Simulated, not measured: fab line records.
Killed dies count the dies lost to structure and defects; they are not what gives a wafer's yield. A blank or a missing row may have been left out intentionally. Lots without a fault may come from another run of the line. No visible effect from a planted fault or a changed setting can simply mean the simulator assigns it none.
The tool behind it: which one?    flow n5_finfet    11 lots, 32 wafers sampled, at 5 steps of a route of 1938

## WHAT THE GAUGES READ, wafer by wafer
N5_BEOL_M9_CD_MEAS_11: the cd target is 64.1 nm.
lot   measured      on         cd_nm (nm)
L162  day 9 10:05   cd_sem-03  63.7 63.9 63.4
L165  day 10 08:36  cd_sem-01  63.8 63.6 63.7
L166  day 10 11:04  cd_sem-02  63.2 63.4 63.4
L167  day 11 08:07  cd_sem-02  64.7 65.2
L169  day 11 08:20  cd_sem-03  64.4 64.9 64.2
L173  day 12 19:53  cd_sem-03  64.1 64.3 64.5
L175  day 13 11:32  cd_sem-02  64.5 64.2 63.7
L177  day 13 15:04  cd_sem-02  63.7 63.7 63.8
L183  day 14 22:46  cd_sem-02  64.2 63.7 63.7
L185  day 15 01:13  cd_sem-01  64.4 64.3 64.4
L184  day 15 03:46  cd_sem-03  63.8 63.8 63.5

N5_BEOL_M9_INSPECT_13: inspects for defects (brightfield).
lot   measured      on                 raw_defect_count
L162  day 9 10:08   defect_inspect-02  426 558 361
L165  day 10 08:40  defect_inspect-02  323 539 353
L166  day 10 11:09  defect_inspect-01  433 646 447
L167  day 11 08:11  defect_inspect-01  660 491
L169  day 11 08:24  defect_inspect-02  580 382 317
L173  day 12 19:56  defect_inspect-01  465 402 424
L175  day 13 11:36  defect_inspect-01  479 366 427
L177  day 13 15:07  defect_inspect-01  402 481 398
L183  day 14 22:49  defect_inspect-02  429 371 279
L185  day 15 01:16  defect_inspect-02  311 347 414
L184  day 15 03:49  defect_inspect-02  422 419 290

N5_BEOL_M9_CD_MEAS_28: the cd target is 70 nm.
lot   measured      on         cd_nm (nm)
L162  day 9 12:18   cd_sem-01  69.95 70.12 69.97
L165  day 10 09:41  cd_sem-02  70.07 69.88 70.25
L166  day 10 14:24  cd_sem-01  69.93 69.64 70.05
L167  day 11 09:22  cd_sem-03  69.93 69.90
L169  day 11 09:12  cd_sem-03  70.36 69.77 70.28
L173  day 12 21:40  cd_sem-03  69.98 69.84 69.71
L175  day 13 13:36  cd_sem-03  68.64 69.08 69.19
L177  day 13 16:32  cd_sem-02  69.20 68.89 69.03
L183  day 14 23:47  cd_sem-02  70.00 69.83 70.03
L185  day 15 02:19  cd_sem-01  69.77 70.20 70.11
L184  day 15 06:17  cd_sem-03  69.60 69.61 69.80

## WHAT TOOL EACH LOT RAN ON (gives the tool, then ch and the chambers of the sampled wafers, and finally the start)
lot   N5_BEOL_M9_STRIP_19                 N5_BEOL_M9_EXPOSE_25
L162  rie_diel-02 ch 0,1, day 9 10:41     euv_scanner-01 ch 0, day 9 12:10
L165  rie_diel-02 ch 0,3, day 10 09:16    euv_scanner-01 ch 0, day 10 09:33
L166  rie_diel-04 ch 1,2, day 10 11:38    euv_scanner-02 ch 0, day 10 14:16
L167  rie_diel-02 ch 0,2, day 11 08:41    euv_scanner-01 ch 0, day 11 09:14
L169  rie_diel-04 ch 0,1,3, day 11 08:49  euv_scanner-02 ch 0, day 11 09:04
L173  rie_diel-05 ch 0,3, day 12 20:21    euv_scanner-02 ch 0, day 12 21:32
L175  rie_diel-02 ch 0,1,2, day 13 12:06  euv_scanner-02 ch 0, day 13 13:29
L177  rie_diel-05 ch 0,2,3, day 13 15:34  euv_scanner-02 ch 0, day 13 16:25
L183  rie_diel-02 ch 1,2,3, day 14 23:25  euv_scanner-01 ch 0, day 14 23:40
L185  rie_diel-04 ch 0,1,2, day 15 01:41  euv_scanner-01 ch 0, day 15 02:11
L184  rie_diel-02 ch 0,2,3, day 15 04:14  euv_scanner-01 ch 0, day 15 06:10
- N5_BEOL_M9_STRIP_19: strips in O2.
- N5_BEOL_M9_EXPOSE_25: exposes mask V8.

## AS READ BY THE TOOLS THEMSELVES (means over the sampled wafers that have a number; for cases with no such wafer, the mark the record gives instead)
N5_BEOL_M9_STRIP_19.
lot   tool         drypump_motor_current_A (A)  oes_product_au (a.u.)  rf_vpp_V (V)  showerhead_plenum_p_Torr (Torr)  throttle_valve_pct (%)
L162  rie_diel-02  6.2                          0.67                   3.7           2.09                             17.06
L165  rie_diel-02  5.9                          0.67                   3.6           2.09                             17.09
L166  rie_diel-04  5.7                          0.90                   4.1           2.13                             16.40
L167  rie_diel-02  6.0                          0.70                   3.8           2.12                             17.04
L169  rie_diel-04  5.7                          0.83                   3.8           2.10                             16.66
L173  rie_diel-05  5.6                          0.73                   3.3           2.13                             17.00
L175  rie_diel-02  6.1                          0.88                   3.8           2.15                             16.69
L177  rie_diel-05  5.6                          0.75                   4.0           2.11                             16.94
L183  rie_diel-02  6.0                          0.87                   3.1           2.13                             16.76
L185  rie_diel-04  5.7                          0.81                   4.1           2.08                             16.60
L184  rie_diel-02  5.9                          0.87                   3.9           2.09                             16.78

N5_BEOL_M9_EXPOSE_25.
lot   tool            exposure_dose_mJ_cm2
L162  euv_scanner-01  37.13
L165  euv_scanner-01  37.20
L166  euv_scanner-02  37.30
L167  euv_scanner-01  37.16
L169  euv_scanner-02  37.33
L173  euv_scanner-02  37.30
L175  euv_scanner-02  35.67
L177  euv_scanner-02  35.99
L183  euv_scanner-01  37.19
L185  euv_scanner-01  37.13
L184  euv_scanner-01  37.22

## THE ANSWER, worked out from the rows above alone
Rule: what is usual is taken from the lots themselves. The widest of any qualifying gaps counts: lots, ordered by their means at a reading, are off when they make up no more than a third of the lots, leave a main group of 4 or more, and stand apart from it by 3 or more times the standard deviation of that group's means. If all means in a main group match to the digits the tables above print for the reading, that group is not used. A lot without any number at a reading at which 4 lots or more have one is off too. The other lots that the step has rows for count as sound. Order of review: gauges by route order, followed by the tools' own readings, for which a lot's mean as printed above is used. The first step at which some lot is off is used, and at that step the reading that is off furthest; a lot without a number counts as furthest.
Off: L175, L177, at N5_BEOL_M9_CD_MEAS_28 (cd_nm). The main group has a mean of 69.94 nm with a standard deviation of 0.13.
A tool fits if, at a process step before that reading, it ran every lot that is off, and no sound lot after the first of them. The gauges at N5_BEOL_M9_CD_MEAS_28 aren't tried: what is off there is off at N5_BEOL_M9_EXPOSE_25 too, on other tools, and a gauge's error can't cause that. One candidate fits, namely euv_scanner-02 at N5_BEOL_M9_EXPOSE_25. Its last sound lot is L173 (day 12 21:32), its first lot that is off L175 (day 13 13:29): a fault that began between those two fits.
The tool's own readings at N5_BEOL_M9_EXPOSE_25 bear it out: on the lots that are off they differ by more than 5 times the standard deviation of the sound lots' means. exposure_dose_mJ_cm2 reads 35.83 there against 37.22 on the sound lots.

## WHAT THE SIMULATOR PUT IN
Process parameters drifting: euv_scanner-02 at N5_BEOL_M9_EXPOSE_25, beginning at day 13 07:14. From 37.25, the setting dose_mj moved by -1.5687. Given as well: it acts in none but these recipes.
Struck lots among those shown: L175, L177. The rule given above showed the same thing.
